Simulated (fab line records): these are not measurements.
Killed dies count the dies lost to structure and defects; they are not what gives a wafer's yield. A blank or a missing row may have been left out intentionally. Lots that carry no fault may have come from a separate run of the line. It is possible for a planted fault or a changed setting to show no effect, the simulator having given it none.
One fault through the eyes of 3 desks -- flow n5_finfet -- numbers are kept per desk, each desk with only its own; the story behind them comes last

== THE DEFECT DESK ==
What the inspections along the route counted, lot by lot: means of the sampled wafers that have a number. Marked OUT: a lot whose mean sits more than 4 standard deviations from the usual mean, which makes it out of limits; the brackets give that distance.
Columns: A = raw_defect_count at N5_FIN_SAQP_INSPECT_40, usual 225; B = raw_defect_count at N5_FIN_CUT_INSPECT_10, usual 43; C = raw_defect_count at N5_FIN_CUT_INSPECT_17, usual 228
lot,first seen here,A,B,C
L452,day 3 20:43,99,24,110
L456,day 4 20:44,209,43,205
L457,day 5 01:44,178,34,183
L458,day 5 10:08,622 (+5.8) OUT,450 (+37) OUT,651 (+6.8) OUT
L459,day 5 15:34,157,32,180
L460,day 5 20:46,583 (+5.3) OUT,454 (+37) OUT,606 (+6.1) OUT
L461,day 6 03:42,172,35,174
L467,day 7 13:52,248,50,275
This desk's finding: out of limits on L458, L460; first on L458, day 5 10:08 (raw_defect_count at N5_FIN_SAQP_INSPECT_40). L452, L456, L457, L459, L461, L467 stayed within limits.

== THE TOOL OWNER'S DESK: vapor_etch-02 ==
The tool's own readings at N5_FIN_SAQP_RECESS_75 (chemistry HF/NH3, target SiO2, target depth 14.4 nm, afs cycles 3, sublimation time 60 s): means of the sampled wafers that have a number, for each lot that ran on this tool. Marked OUT: a lot whose mean sits more than 4 standard deviations from the usual mean, which makes it out of limits; the brackets give that distance.
Columns: A = drypump_motor_current_A at N5_FIN_SAQP_RECESS_75, usual 5.6 A
lot,first seen here,A
L456,day 4 17:05,5.9
L457,day 4 22:11,5.8
L458,day 5 05:46,5.6
L460,day 5 16:57,5.6
This desk found nothing out of limits on any of the 4 lots.

== AT THE METROLOGY DESK ==
What the gauges read, lot by lot, whatever tool the lot ran on: means of the sampled wafers that have a number. Marked OUT: a lot whose mean sits more than 4 standard deviations from the usual mean, which makes it out of limits; the brackets give that distance. It has 10 readings; the 7 that lie furthest out on some lot are the ones shown.
Columns: A = DIBL_N at N5_BEOL_M4_RC_MEAS_101, usual 36.5 mV/V; B = IOFF_P at N5_BEOL_M4_RC_MEAS_101, usual 0.21 nA/um; C = ION_N at N5_BEOL_M4_RC_MEAS_101, usual 674 uA/um; D = ION_P at N5_BEOL_M4_RC_MEAS_101, usual 460 uA/um; E = SS_P at N5_BEOL_M4_RC_MEAS_101, usual 73.4 mV/dec; F = VT_N at N5_BEOL_M4_RC_MEAS_101, usual 249 mV; G = VT_P at N5_BEOL_M4_RC_MEAS_101, usual -250 mV
lot,first seen here,A,B,C,D,E,F,G
L452,day 9 18:33,36.0,0.26,696,482,73.5,245,-243
L456,day 10 17:23,36.9,0.24,682,469,73.5,249,-248
L457,day 11 02:14,38.0,0.20,679,457,74.0,246,-254
L458,day 11 21:37,36.1,0.20,666,455,73.7,251,-251
L459,day 11 23:48,37.6,0.26,685,472,73.4,248,-246
L460,day 12 01:44,36.8,0.21,677,462,73.7,247,-250
L461,day 12 04:33,37.8,0.18,662,449,73.4,251,-256
L467,day 13 16:08,37.4,0.23,664,460,73.4,250,-249
This desk found nothing out of limits on any of the 8 lots.

== BROUGHT TOGETHER ==
The defect desk could have raised an alarm at day 5 10:08, on L458, L460.
The desk of the tool owner found nothing out of limits.
Metrology desk: nothing out of limits seen.
On record at the tool owner's desk: L458, L460, within its limits.
The metrology desk has L458, L460 on record, within its limits.
Of the lots named, all ran N5_FIN_SAQP_RECESS_75 on vapor_etch-02.

== WHAT WAS PUT IN BY THE SIMULATOR ==
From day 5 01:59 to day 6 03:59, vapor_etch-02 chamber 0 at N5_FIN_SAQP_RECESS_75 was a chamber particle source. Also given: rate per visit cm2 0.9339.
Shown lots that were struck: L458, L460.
Hours from the fault's start to each desk's first reading out of limits: the defect desk, 8.
